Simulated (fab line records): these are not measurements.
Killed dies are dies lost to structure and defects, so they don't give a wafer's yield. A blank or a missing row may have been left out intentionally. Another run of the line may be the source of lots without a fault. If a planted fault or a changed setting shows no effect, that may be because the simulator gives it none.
Which tool was responsible? ; flow nand_harc ; 18 wafers from 6 lots sampled at 5 of the route's 1159 steps

## WHAT THE GAUGES READ, wafer by wafer
NHARC_P_GATE_CD_MEAS_26 targets a cd of 120 nm.
lot;measured;on;cd_nm (nm)
L895;day 5 11:28;cd_sem-03;119.9 120.2 120.3
L896;day 5 23:49;cd_sem-03;120.4 120.9 119.8
L899;day 6 17:42;cd_sem-02;120.3 120.4 120.2
L902;day 7 04:32;cd_sem-02;120.0 119.5 119.9
L912;day 9 20:29;cd_sem-03;120.5 120.3 120.5
L914;day 10 11:39;cd_sem-01;120.2 119.3 119.7

## TOOL THAT RAN EACH LOT (tool first, then ch and the chambers of the sampled wafers, then the start)
lot;NHARC_P_STI_CMP_21;NHARC_P_GATE_DESCUM_13;NHARC_P_GATE_HM_DEP_102;NHARC_P_GATE_PEB_24
L895;cmp-03 ch 0,1,2, day 4 07:12;rie_diel-11 ch 2,3, day 4 21:22;acl_dep-01 ch 0, day 5 10:22;litho_track-01 ch 0, day 5 11:23
L896;cmp-04 ch 0,1,2, day 4 15:20;rie_diel-06 ch 0,1, day 5 08:16;acl_dep-02 ch 0, day 5 22:23;litho_track-01 ch 0, day 5 23:44
L899;cmp-03 ch 1,2,3, day 5 08:42;rie_diel-06 ch 1,2,3, day 6 04:00;acl_dep-02 ch 0, day 6 16:21;litho_track-04 ch 0, day 6 17:37
L902;cmp-03 ch 0,1,3, day 5 21:29;rie_diel-11 ch 1,2,3, day 6 14:26;acl_dep-01 ch 0, day 7 03:18;litho_track-04 ch 0, day 7 04:27
L912;cmp-03 ch 0,3, day 8 13:50;rie_diel-06 ch 2,3, day 9 06:52;acl_dep-01 ch 0, day 9 19:19;litho_track-01 ch 0, day 9 20:24
L914;cmp-01 ch 0,1, day 9 02:44;rie_diel-06 ch 0,3, day 9 21:38;acl_dep-02 ch 0, day 10 10:31;litho_track-04 ch 0, day 10 11:34
- NHARC_P_STI_CMP_21: polishes, t overpolish 20 s, target thk 380.67 nm.
- NHARC_P_GATE_DESCUM_13: chemistry O2, time 3 s.
- NHARC_P_GATE_HM_DEP_102: deposits aC, target thk 120 nm.
- NHARC_P_GATE_PEB_24: peb time 65 s.

## THE ANSWER, worked out from the rows above alone
Rule: the lots themselves supply what counts as usual. Put in order of their means at a reading, lots are off if they are a third of the lots or fewer, leave a main group of 4 or more, and stand apart from it by a gap of 3 or more times the standard deviation of the main group's means; of several such gaps the widest counts. A main group is skipped when, at the precision printed for the reading in the tables above, its means are all equal. Also off: a lot with no number at a reading for which 4 or more lots have one. Any other lot the step has rows for is counted as sound.
No lot is off on any of the readings shown, so nothing can be concluded from this.

## WHAT THE SIMULATOR PUT IN
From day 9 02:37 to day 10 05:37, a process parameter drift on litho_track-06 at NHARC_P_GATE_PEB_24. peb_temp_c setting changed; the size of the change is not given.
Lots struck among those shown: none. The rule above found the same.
